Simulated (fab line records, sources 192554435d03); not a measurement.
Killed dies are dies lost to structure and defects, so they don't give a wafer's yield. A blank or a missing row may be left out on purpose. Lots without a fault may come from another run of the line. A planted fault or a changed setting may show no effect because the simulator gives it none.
Split-lot experiment | flow n5_finfet | 7 lots, 21 wafers read, on a route of 1938 steps

THE SPLIT
At N5_BEOL_M8_ETCH_61 (etches SiARC in CF4, target depth 45.5 nm, time 75.8 s), the setting bias_w was moved away from the recipe's 36 W on 4 of the 21 wafers read, by -6.4% to +11.4%. The other wafers ran this setting at the recipe's value.

The reading is taken at the split's own step.

THE READING
rf_vpp_V, in V, at N5_BEOL_M8_ETCH_61 (etches SiARC in CF4, target depth 45.5 nm, time 75.8 s). Fault-free wafers of this fab line usually give 184.1 V, standard deviation 1 V.

wafer  | tool, chamber at the split | bias_w as run, W | against the recipe | rf_vpp_V, V | against lot-mates on the recipe
L075.4 | rie_diel-03, 2             | 33.71            | -6.4%              | 175.5       | -9.7
L075.5 | rie_diel-03, 1             | 33.71            | -6.4%              | 176.4       | -8.8
L075.6 | rie_diel-03, 0             | 36               | recipe             | 185.2       | -
L079.2 | rie_diel-01, 0             | 36               | recipe             | 183.4       | -
L079.3 | rie_diel-01, 3             | 36               | recipe             | 184.2       | -
L079.4 | rie_diel-01, 0             | 36               | recipe             | 185.6       | -
L083.3 | rie_diel-03, 0             | 36               | recipe             | 185.0       | -
L083.5 | rie_diel-03, 0             | 36               | recipe             | 185.0       | -
L083.6 | rie_diel-03, 1             | 36               | recipe             | 183.3       | -
L082.1 | rie_diel-04, 1             | 36               | recipe             | 185.9       | -
L082.3 | rie_diel-04, 2             | 36               | recipe             | 183.0       | -
L082.4 | rie_diel-04, 3             | 36               | recipe             | 183.7       | -
L086.1 | rie_diel-04, 1             | 36               | recipe             | 185.4       | -
L086.3 | rie_diel-04, 2             | 36               | recipe             | 182.1       | -
L086.5 | rie_diel-04, 1             | 36               | recipe             | 184.2       | -
L092.1 | rie_diel-01, 2             | 36               | recipe             | 183.8       | -
L092.3 | rie_diel-01, 3             | 36               | recipe             | 184.5       | -
L092.4 | rie_diel-01, 1             | 36               | recipe             | 183.6       | -
L094.1 | rie_diel-01, 0             | 36               | recipe             | 186.3       | -
L094.4 | rie_diel-01, 1             | 40.11            | +11.4%             | 197.2       | +10.9
L094.6 | rie_diel-01, 1             | 40.11            | +11.4%             | 196.5       | +10.2

THE FIT
A straight line over all 21 wafers: rf_vpp_V changes by +1.15 V for each +1% of bias_w; r = +0.97; the points scatter about the line by 1.1 V.
The same after taking each lot's own level away (the mean of its wafers on the recipe; 21 wafers): +1.06 V for each +1%; r = +0.96; scatter 1.3 V.
On that fit, the largest move of bias_w shifts the reading by 12 V.
The lots' own levels span 183.90 to 186.30 V, that is 2.4 times the standard deviation above.
So the lot-to-lot level changes the slope little: the two slopes agree.
Check: with one of the wafers moved furthest among these (+11.4%) left out of the fit, the line predicts +12.3 V for it against its lot-mates. It came out at +10.9 V against them.
Tool readings at the split's step, against how far the setting was moved: rf_vpp_V r = +0.97.

OTHER SPLITS ON THESE WAFERS
These wafers also went through other splits before the reading. Each is held against what the fit with the lots' levels taken away leaves over:
other split on the same wafers     | wafers away from the commonest value | r with rf_vpp_V (lot level and that fit taken away)
N5_BEOL_M7_TRENCH_ETCH_37 source_w | 6                                    | +0.18

THE FILE'S OWN FIT
rf_vpp_V changes by +1.05 V for each +1% of bias_w, r = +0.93.
